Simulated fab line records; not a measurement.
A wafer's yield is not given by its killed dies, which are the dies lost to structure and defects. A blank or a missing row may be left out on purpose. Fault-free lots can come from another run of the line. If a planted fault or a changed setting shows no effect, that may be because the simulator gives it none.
Chamber matching	flow nand harc	NHARC_A_STAIRCASE_CMP_472 on cmp-04: 4 sister chambers
The step polishes SiO2. 14 wafers are shown with their chamber, then 7 later ones without.

WAFERS WITH THEIR CHAMBER
wafer	chamber	motor current A (A)	edge zone pressure frac
L207.1	1	11.2	0.998
L207.2	2	12.4	0.998
L207.6	2	12.0	1.005
L208.1	0	11.9	0.996
L208.3	1	11.2	1.000
L208.4	3	11.8	1.003
L209.2	0	12.3	1.001
L209.3	3	11.6	0.999
L209.5	0	11.5	1.004
L212.1	1	10.6	0.996
L212.2	2	11.5	1.000
L212.5	2	11.9	1.001
L213.2	1	10.8	1.006
L213.3	0	11.3	0.999

SIGNATURES, as means of the wafers listed above
reading	chamber 0	chamber 1	chamber 2	chamber 3	scatter within a chamber
motor current A	11.750	10.950	11.950	11.700	0.359
edge zone pressure frac	1.00000	1.00000	1.00100	1.00100	0.00352
Rule: a wafer lies at a distance from a chamber equal to the root of the sum of squares, over the readings, of (its reading less the chamber's mean, divided by the reading's scatter). If the next closest chamber is less than 2 further off than the closest, the wafer can't be placed; otherwise it belongs to the closest. The scatter: the root of (the sum of the squares of (reading less its chamber's mean) over the shown wafers, divided by (wafers less chambers)).

WAFERS MISSING THEIR CHAMBER
wafer	motor current A (A)	edge zone pressure frac
L213.5	11.8	0.995
L214.1	11.2	1.005
L214.3	12.2	1.005
L214.5	11.9	0.995
L216.2	12.2	0.992
L216.3	11.7	1.008
L216.6	12.3	1.001

CHAMBER TAKEN BY EACH
wafer	from the rows above	in truth
L213.5	can't be placed: 0 or 3 or 2 or 1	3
L214.1	can't be placed: 1 or 3 or 0 or 2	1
L214.3	can't be placed: 2 or 3 or 0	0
L214.5	can't be placed: 0 or 2 or 3 or 1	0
L216.2	can't be placed: 0 or 2 or 3 or 1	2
L216.3	can't be placed: 3 or 2 or 0 or 1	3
L216.6	can't be placed: 2 or 0 or 3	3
Placed correctly: 0 of 7. Not placeable from these rows: 7 (in 7, the candidates include the true chamber). Wrongly placed: 0.
